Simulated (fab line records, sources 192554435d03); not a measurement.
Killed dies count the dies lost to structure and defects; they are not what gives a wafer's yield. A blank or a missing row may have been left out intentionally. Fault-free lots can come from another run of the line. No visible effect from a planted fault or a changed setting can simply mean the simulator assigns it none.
fab line records	flow n5-finfet
record lots=12	wafers=36	last-day=19
route steps=1938 shown HKMG_FIN@409 PASSIVATION@1936
lots untouched by any fault: they come from a run of this same line in which no faults occurred
start-h: the number of hours between the record's first day and the start of the first shown wafer of the lot	wait-h: time in hours since the lot's previous step	" as in the row above	L1.1+2: several wafers, shown together as one row	- no value present, or no start provided	* or withheld: withheld	< > ~ a bound
route shown NAME@n: names a module that has steps shown in the file, with the first one's number in the route	usual: mean and standard deviation over wafers with no fault	same: alike in all rows	chamber/n: place in a boat	sites: the reading at each site	_std_site: the standard deviation of these	_edge_site: inner sites' mean taken away from outer sites' mean	radius-mm: how far each site lies from the wafer's centre	mask NAME#n: copy n	behind: the most recent tool/chamber to have shaped the wafer	hold: why the lot was held/for how many hours/how that ended	device: transistor that didn't switch, given as n, p or np	end of line: the same wafers' tests at the end of the route	for a step that has no rows: nothing shown but its recipe	killed: dies that structure and defects cost at the first sort, which is not the same as the wafer's yield	map: per-die view of a wafer (x killed, . not killed, _ where there is no die)
set.NAME: setting as actually run; set.NAME@STEP: the setting as run at that earlier step	model.NAME: the simulator's own value behind a step, which no gauge read
a sample of lots followed through the steps of the route, with each step as a table and each wafer as a row
services: from which hour (start-h, from the record's first day; less than 0 if before it) a tool's chamber was out of use, for how many hours, and why
## steps
# step N5_HKMG_FIN_STRIP_60
# recipe chemistry=N2/H2	power-w=2500	temp-c=300	h2-frac=0.65	time-s=360	pressure-mtorr=withheld	n2-flow-sccm=1750	h2-flow-sccm=3250
# usual drypump-motor-current-A=6.08/0.12	h2-flow-sccm=3250/9.9	heater-power-w=444/44
lot.wafer	tool	chamber	start-h	wait-h	drypump-motor-current-A	h2-flow-sccm	heater-power-w	rf-hours-counter-h
L519.1	plasma-asher-02	0	72.19	0.0	6.07	3250	401	86
L519.3	"	1	"	"	6.13	3239	477	-
L519.5	"	1	"	"	6.12	3238	471	-
L520.1	plasma-asher-02	0	80.40	0.0	6.00	3263	405	87
L520.3	"	1	"	"	6.15	3235	475	-
L520.6	"	0	"	"	6.03	3253	397	-
L521.2	plasma-asher-02	0	86.38	0.3	6.04	3245	403	89
L521.3	"	0	"	"	6.05	3252	414	-
L521.5	"	0	"	"	6.05	3238	407	-
L525.1	plasma-asher-01	0	110.44	0.0	6.24	3237	410	45
L525.3	"	1	"	"	5.99	3246	501	-
L525.4	"	0	"	"	6.27	3239	410	-
L531.2	plasma-asher-02	1	147.83	0.0	6.13	3247	470	105
L531.4	"	1	"	"	6.14	3246	467	-
L531.5	"	0	"	"	5.99	3240	401	-
L532.3	plasma-asher-01	0	150.83	0.1	6.22	3233	404	-
L532.4	"	1	"	"	5.95	3263	502	-
L532.5	"	0	"	"	6.23	3257	404	-
L534.1	plasma-asher-01	1	161.19	0.0	5.98	3246	500	55
L534.2	"	0	"	"	6.23	3254	402	55
L534.4	"	0	"	"	6.25	3251	403	-
L536.1	plasma-asher-01	0	173.19	0.0	6.26	3263	407	58
L536.2	"	1	"	"	5.97	3250	499	58
L536.4	"	0	"	"	6.25	3254	404	-
L537.2	plasma-asher-02	1	180.34	0.0	6.15	3266	473	109
L537.3	"	0	"	"	6.04	3249	395	-
L537.5	"	0	"	"	6.04	3254	398	-
L538.2	plasma-asher-02	0	186.15	0.0	6.01	3256	401	110
L538.4	"	1	"	"	6.14	3255	478	-
L538.6	"	1	"	"	6.15	3259	481	-
L539.3	plasma-asher-01	1	193.48	0.1	5.93	3238	499	-
L539.4	"	0	"	"	6.26	3253	408	-
L539.5	"	0	"	"	6.25	3250	400	-
L540.1	plasma-asher-01	1	197.12	0.0	5.94	3230	494	62
L540.3	"	0	"	"	6.26	3267	396	-
L540.4	"	1	"	"	5.92	3237	500	-
# step N5_HKMG_FIN_COAT_06
# recipe resist=CAR-ArF	spin-rpm=1500	resist-thk-nm=90
# usual spin-speed-rpm=1499.8/0.87
lot.wafer	tool	chamber	start-h	wait-h	spin-speed-rpm
L519.1	litho-track-05	0	74.25	-	1500.1
L519.3	"	0	"	"	1499.5
L519.5	"	0	"	"	1500.6
L520.1	litho-track-05	0	82.49	-	1499.5
L520.3	"	0	"	"	1500.6
L520.6	"	0	"	"	1498.6
L521.2	litho-track-05	0	88.43	-	1191.3
L521.3	"	0	"	"	1191.6
L521.5	"	0	"	"	1190.6
L525.1	litho-track-05	0	112.48	-	1191.1
L525.3	"	0	"	"	1191.8
L525.4	"	0	"	"	1191.5
L531.2	litho-track-03	0	150.09	-	1497.8
L531.4	"	0	"	"	1500.8
L531.5	"	0	"	"	1499.5
L532.3	litho-track-03	0	152.85	-	1501.0
L532.4	"	0	"	"	1500.0
L532.5	"	0	"	"	1499.0
L534.1	litho-track-03	0	163.33	-	1500.5
L534.2	"	0	"	"	1500.3
L534.4	"	0	"	"	1499.5
L536.1	litho-track-03	0	175.63	-	1499.5
L536.2	"	0	"	"	1500.0
L536.4	"	0	"	"	1499.2
L537.2	litho-track-03	0	182.40	-	1498.8
L537.3	"	0	"	"	1498.4
L537.5	"	0	"	"	1499.3
L538.2	litho-track-02	0	188.24	-	1499.6
L538.4	"	0	"	"	1501.5
L538.6	"	0	"	"	1500.3
L539.3	litho-track-02	0	195.45	-	1500.5
L539.4	"	0	"	"	1498.8
L539.5	"	0	"	"	1499.8
L540.1	litho-track-05	0	199.22	-	1499.9
L540.3	"	0	"	"	1498.6
L540.4	"	0	"	"	1501.1
# step N5_HKMG_FIN_OVL_MEAS_13
# recipe points-per-wafer=44
# usual NWFM_OVL=0.3/0.76
lot.wafer	tool	chamber	start-h	wait-h	NWFM_OVL[nm]
L519.1	overlay-01	0	74.51	0.0	0.7
L519.3	"	0	"	"	0.9
L519.5	"	0	"	"	0.6
L520.1	overlay-02	0	82.88	0.0	1.5
L520.3	"	0	"	"	0.9
L520.6	"	0	"	"	0.6
L521.2	overlay-01	0	88.82	0.0	1.1
L521.3	"	0	"	"	0.5
L521.5	"	0	"	"	-0.4
L525.1	overlay-01	0	112.75	0.0	0.4
L525.3	"	0	"	"	1.3
L525.4	"	0	"	"	1.4
L531.2	overlay-01	0	150.49	0.0	0.2
L531.4	"	0	"	"	-0.1
L531.5	"	0	"	"	-0.1
L532.3	overlay-01	0	153.12	0.0	0.0
L532.4	"	0	"	"	-0.3
L532.5	"	0	"	"	-0.3
L534.1	overlay-02	0	163.59	0.0	-0.2
L534.2	"	0	"	"	0.0
L534.4	"	0	"	"	-0.9
L536.1	overlay-01	0	176.02	0.0	0.8
L536.2	"	0	"	"	-0.3
L536.4	"	0	"	"	0.5
L537.2	overlay-02	0	182.79	0.0	0.5
L537.3	"	0	"	"	0.3
L537.5	"	0	"	"	0.7
L538.2	overlay-01	0	188.51	0.0	-0.2
L538.4	"	0	"	"	-0.7
L538.6	"	0	"	"	-1.4
L539.3	overlay-01	0	195.72	0.0	0.4
L539.4	"	0	"	"	0.1
L539.5	"	0	"	"	0.0
L540.1	overlay-01	0	199.49	0.0	0.2
L540.3	"	0	"	"	0.1
L540.4	"	0	"	"	0.3
# step N5_HKMG_FIN_DESCUM_17
# recipe chemistry=O2	time-s=7.9	source-power-w=50	bias-power-w=20	pressure-mtorr=20	rf-frequency-hz=2.712e+07	temp-c=40	resist=CAR-ArF	o2-flow-sccm=225
# usual drypump-motor-current-A=5.8/0.37	oes-product-au=0.82/0.1	rf-vpp-V=243.2/1.6	showerhead-plenum-p-Torr=2.10/0.099	throttle-valve-pct=20.46/0.22
lot.wafer	tool	chamber	start-h	wait-h	drypump-motor-current-A	oes-product-au	rf-hours-counter-h	rf-vpp-V	showerhead-plenum-p-Torr	throttle-valve-pct
L519.1	rie-diel-05	1	74.57	0.0	5.6	0.68	232	243.0	2.05	20.63
L519.3	"	3	"	"	5.5	0.72	202	243.6	2.16	20.56
L519.5	"	3	"	"	5.5	0.71	-	244.7	2.16	20.56
L520.1	rie-diel-05	3	82.94	0.0	5.5	0.70	205	243.0	2.16	20.56
L520.3	"	1	"	"	5.6	0.67	235	242.1	2.05	20.64
L520.6	"	0	"	"	5.6	0.82	-	241.4	1.95	20.76
L521.2	rie-diel-05	0	88.88	0.0	5.6	0.82	85	241.4	1.95	20.78
L521.3	"	3	"	"	5.5	0.71	207	244.9	2.16	20.58
L521.5	"	3	"	"	5.5	0.71	-	244.5	2.16	20.58
L525.1	rie-diel-03	1	112.81	0.0	5.4	0.92	23	245.8	2.22	20.36
L525.3	"	2	"	"	5.6	0.71	205	242.1	2.01	20.79
L525.4	"	0	"	"	5.7	0.69	242	241.1	1.97	20.23
L531.2	rie-diel-01	1	150.75	0.2	5.8	0.90	47	241.9	2.06	20.39
L531.4	"	0	"	"	5.7	0.92	12	240.7	2.04	20.24
L531.5	"	1	"	"	5.9	0.90	-	242.6	2.06	20.39
L532.3	rie-diel-05	3	153.17	0.0	5.5	0.70	230	244.4	2.15	20.62
L532.4	"	1	"	"	5.6	0.99	0	241.9	2.05	20.21
L532.5	"	1	"	"	5.6	0.98	-	243.5	2.05	20.21
L534.1	rie-diel-03	1	163.65	0.0	5.4	0.88	44	245.3	2.21	20.41
L534.2	"	2	"	"	5.7	0.69	226	240.9	2.00	20.80
L534.4	"	3	"	"	6.5	0.71	-	242.8	2.09	20.33
L536.1	rie-diel-01	1	176.08	0.0	5.8	0.89	57	241.6	2.06	20.41
L536.2	"	2	"	"	5.1	0.93	14	243.0	2.03	20.04
L536.4	"	3	"	"	6.4	0.90	30	245.3	2.24	20.67
L537.2	rie-diel-03	3	182.85	0.0	6.4	0.71	191	241.5	2.09	20.37
L537.3	"	2	"	"	5.7	0.69	233	242.3	2.00	20.81
L537.5	"	3	"	"	6.4	0.71	-	243.6	2.09	20.36
L538.2	rie-diel-03	2	188.56	0.0	5.6	0.69	235	241.1	2.00	20.81
L538.4	"	3	"	"	6.5	0.71	192	242.4	2.09	20.36
L538.6	"	0	"	"	5.7	0.96	-	245.5	2.22	20.01
L539.3	rie-diel-01	1	195.92	0.2	5.8	0.88	64	242.5	2.06	20.42
L539.4	"	1	"	"	5.8	0.88	-	242.9	2.06	20.40
L539.5	"	3	"	"	6.5	0.87	-	246.3	2.23	20.69
L540.1	rie-diel-01	0	199.55	0.0	5.6	0.88	29	243.0	2.03	20.25
L540.3	"	3	"	"	6.5	0.88	38	246.5	2.23	20.70
L540.4	"	3	"	"	6.5	0.87	-	244.3	2.23	20.70
# step N5_PASSIVATION_PROBE_49
# usual killed_at_M0_to_M3=33/11	killed_at_M4_up=14/5	killed-at-contacts=11/7.3	killed-at-front-end=43/12	killed-at-other=4/3.1	killed-dies=106/17	killed-open=69/13	killed-short=34/8.7
# same gross-dies=1180	killed-at-back-side=0
lot.wafer	tool	chamber	start-h	wait-h	killed_at_M0_to_M3	killed_at_M4_up	killed-at-contacts	killed-at-front-end	killed-at-other	killed-dies	killed-open	killed-short
L531.2	prober-01	-	394.34	0.1	27	11	9	63	5	115	67	48
L531.4	prober-01	-	394.44	0.2	41	10	5	52	2	110	74	36
L531.5	prober-01	-	394.49	0.2	26	20	6	67	6	125	79	40
# killed by level:class
L531.2 FIN_SAQP:geometric-particle:short=16 STI_FIN_REVEAL:geometric-particle:open=12 GATE_CUT:geometric-particle:short=10 MOL_CONTACT_COAG:geometric-particle:open=9 BEOL_M0_SAQP:geometric-particle:open=9 DUMMY_GATE:geometric-particle:open=7 BEOL_M2:geometric-particle:open=6 BEOL_M0_SAQP:geometric-particle:short=5
L531.4 FIN_SAQP:geometric-particle:open=19 BEOL_M0_SAQP:geometric-particle:open=15 BEOL_M0_SAQP:geometric-particle:short=12 FIN_SAQP:geometric-particle:short=9 BEOL_M3:geometric-particle:open=7 BEOL_M4:geometric-particle:open=6 MOL_CONTACT_COAG:geometric-particle:open=5 STI_FIN_REVEAL:geometric-particle:open=4
L531.5 STI_FIN_REVEAL:geometric-particle:open=20 BEOL_M0_SAQP:geometric-particle:open=9 FIN_SAQP:geometric-particle:open=8 BEOL_M0_SAQP:geometric-particle:short=8 BEOL_M4:geometric-particle:open=8 FIN_SAQP:geometric-particle:short=7 DUMMY_GATE:geometric-particle:open=7 GATE_CUT:geometric-particle:short=7
## services
tool	chamber	start-h	hours	kind
plasma-asher-01	-	53.54	17.2	repair
rie-diel-03	2	54.26	1.3	repair
rie-diel-01	2	61.20	4.2	repair
rie-diel-01	3	80.59	-	clean
rie-diel-01	3	80.59	-	consumable-replace:focus-ring
rie-diel-01	3	80.59	-	consumable-replace:showerhead
rie-diel-01	3	80.59	19.0	scheduled-down
rie-diel-01	3	80.59	19.0	vent-cycle
plasma-asher-01	-	85.42	2.8	pm
plasma-asher-01	-	95.43	3.5	repair
rie-diel-01	0	102.87	-	clean
rie-diel-01	0	102.87	-	consumable-replace:focus-ring
rie-diel-01	0	102.87	18.1	scheduled-down
rie-diel-01	0	102.87	18.1	vent-cycle
rie-diel-01	2	121.01	-	clean
rie-diel-01	2	121.01	-	consumable-replace:focus-ring
rie-diel-01	2	121.01	16.8	scheduled-down
plasma-asher-01	-	128.60	21.9	repair
plasma-asher-02	-	150.53	14.6	pm
rie-diel-03	2	165.53	5.8	repair
plasma-asher-02	-	169.99	1.7	repair
litho-track-05	-	172.41	-	consumable-replace:filter
rie-diel-05	0	191.10	10.4	repair
rie-diel-01	2	193.46	18.9	repair
## key
first-sign step=N5_HKMG_FIN_COAT_06	reading=spin-speed-rpm	direction=down	sigmas=99+	usual=*	struck=*
effect none on later readings
met-at N5_HKMG_FIN_COAT_06
struck-lots L521,L525
tester-left-out L521,L525
not-acting-at N5_HKMG_FIN_STRIP_60,N5_HKMG_FIN_OVL_MEAS_13,N5_HKMG_FIN_DESCUM_17
onset-between 82.49 88.43
fault kind=process-parameter-drift	tool=litho-track-05	chamber=-	onset-h=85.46	steps=N5_HKMG_FIN_COAT_06	channel=spin-rpm	offset=*	shape=step	end-h=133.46	acts-in=*	stated=*
# tester-left-out: of these lots the tester's yield and bins aren't shown, on N5 and GAA mostly nor the transistor test; their killed dies are dies lost to structure and defects alone, not to doping, threshold or leakage, so they don't give the yield
